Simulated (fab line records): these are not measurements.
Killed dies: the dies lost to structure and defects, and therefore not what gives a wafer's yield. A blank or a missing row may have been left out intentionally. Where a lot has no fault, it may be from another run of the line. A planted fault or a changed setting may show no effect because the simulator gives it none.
Matching of chambers | flow n5-finfet | N5_BEOL_M5_ETCH_62 on rie-diel-06 has 4 sister chambers
The step etches SOC in N2/H2, target depth 75 nm, overetch 15 nm, time 112.5 s. 4 wafers are shown with their chamber, then 12 later ones without.

## WAFERS WITH THEIR CHAMBER
wafer  | chamber | showerhead-plenum-p-Torr (Torr)
L079.6 | 3       | 2.54
L084.3 | 2       | 2.61
L087.1 | 0       | 2.54
L087.6 | 1       | 2.60

## WAFERS WITH NO CHAMBER GIVEN
wafer  | showerhead-plenum-p-Torr (Torr)
L085.4 | 2.54
L085.5 | 2.61
L085.6 | 2.60
L089.1 | 2.53
L089.4 | 2.60
L089.6 | 2.61
L093.2 | 2.61
L093.4 | 2.61
L093.5 | 2.53
L097.3 | 2.61
L097.4 | 2.52
L097.5 | 2.59

## THE CHAMBER EACH PASSED THROUGH
wafer  | from the rows above     | in truth
L085.4 | can't be placed: 0 or 3 | 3
L085.5 | can't be placed: 2 or 1 | 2
L085.6 | can't be placed: 1 or 2 | 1
L089.1 | can't be placed: 0 or 3 | 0
L089.4 | can't be placed: 1 or 2 | 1
L089.6 | can't be placed: 2 or 1 | 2
L093.2 | can't be placed: 2 or 1 | 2
L093.4 | can't be placed: 2 or 1 | 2
L093.5 | can't be placed: 0 or 3 | 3
L097.3 | can't be placed: 2 or 1 | 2
L097.4 | can't be placed: 0 or 3 | 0
L097.5 | can't be placed: 1 or 2 | 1
Correct placement for 0 of the 12. These rows do not allow placing 12 (true chamber among the candidates in 12). Number placed wrongly: 0.
How it was worked out, from the rows above alone: a wafer's distance from a chamber is the root of the sum, over the readings, of the square of ((its reading less the chamber's mean) divided by the reading's scatter). If the next closest chamber is less than 2 further off than the closest, the wafer can't be placed; otherwise it belongs to the closest. Each chamber's mean is taken over the wafers shown for it. The scatter: root of mean squared gap, hidden wafer to nearest shown wafer, with one shown wafer a chamber.
